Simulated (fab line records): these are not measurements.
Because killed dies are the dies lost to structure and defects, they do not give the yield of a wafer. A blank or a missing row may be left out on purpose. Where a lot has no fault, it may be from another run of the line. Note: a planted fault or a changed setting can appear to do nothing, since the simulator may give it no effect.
Matching of chambers	flow n5_finfet	3 sister chambers for N5_BEOL_M4_PECVD_72 on pecvd-02
The step deposits SiO2 from TEOS/O2, target thk 16 nm, time 18 s. 3 wafers are shown with their chamber, then 9 later ones without.

WAFERS WITH THEIR CHAMBER
wafer	chamber	showerhead_plenum_p_Torr (Torr)
L082.1	0	8.79
L086.1	2	8.70
L086.6	1	8.78

WAFERS WHOSE CHAMBER IS MISSING
wafer	showerhead_plenum_p_Torr (Torr)
L089.1	8.78
L089.4	8.79
L089.6	8.71
L096.2	8.82
L096.4	8.80
L096.6	8.79
L097.3	8.78
L097.5	8.80
L097.6	8.81

WHICH CHAMBER EACH ONE RAN IN
wafer	from the rows above	in truth
L089.1	can't be placed: 1 or 0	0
L089.4	can't be placed: 0 or 1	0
L089.6	2	2
L096.2	can't be placed: 0 or 1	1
L096.4	can't be placed: 0 or 1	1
L096.6	can't be placed: 0 or 1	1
L097.3	can't be placed: 1 or 0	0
L097.5	can't be placed: 0 or 1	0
L097.6	can't be placed: 0 or 1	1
Placed correctly: 1 of 9. These rows do not allow placing 8 (true chamber among the candidates in 8). 0 placed wrongly.
How it was worked out, from the rows above alone: a wafer's distance from a chamber is the root of the sum, over the readings, of the square of ((its reading less the chamber's mean) divided by the reading's scatter). If the next closest chamber is less than 2 further off than the closest, the wafer can't be placed; otherwise it belongs to the closest. For every chamber, the mean is computed from those of its wafers that are shown. The scatter: with one shown wafer a chamber, the root of the mean of the squares of how far each hidden wafer lies from its nearest shown one.
